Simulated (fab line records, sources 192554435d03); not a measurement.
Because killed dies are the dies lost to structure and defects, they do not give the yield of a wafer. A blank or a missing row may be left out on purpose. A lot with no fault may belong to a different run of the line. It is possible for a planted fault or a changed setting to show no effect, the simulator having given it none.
Matching of chambers ; flow n5_finfet ; N5_FIN_SAQP_ALD_61 on ald_sin-03: 3 sister chambers
The step deposits SiO2, target thk 4 nm, pulse time 1 s, purge time 2 s. 6 wafers are shown with their chamber, then 5 later ones without.

WAFERS WITH THEIR CHAMBER
wafer;chamber;heater_power_w (W);precursor_pulse_height_rel
L085.3;2;445;1.014
L085.5;1;438;0.991
L090.3;1;446;1.010
L090.4;3;494;1.031
L090.6;2;438;1.017
L095.2;3;472;0.993

WAFERS WITH NO CHAMBER GIVEN
wafer;heater_power_w (W);precursor_pulse_height_rel
L095.4;441;1.009
L096.1;438;1.031
L096.3;443;1.011
L097.1;431;1.029
L097.3;440;0.987

CHAMBER TAKEN BY EACH
wafer;from the rows above;in truth
L095.4;can't be placed: 2 or 1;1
L096.1;can't be placed: 2 or 1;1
L096.3;can't be placed: 2 or 1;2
L097.1;can't be placed: 2 or 1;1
L097.3;can't be placed: 1 or 2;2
Placed correctly: 0 of 5. Cannot be placed on the basis of these rows: 5; the candidates contain the true chamber in 5. 0 placed wrongly.
How it was worked out, from the rows above alone: a wafer's distance from a chamber is the root of the sum, over the readings, of the square of ((its reading less the chamber's mean) divided by the reading's scatter). The wafer belongs to the nearest chamber; if the next one is less than 2 further off, it can't be placed. Each chamber's mean is taken over the wafers shown for it. How the scatter is found: for the shown wafers, subtract from each reading the mean of its chamber, square and add these, divide the total by (wafers less chambers), then take the root.
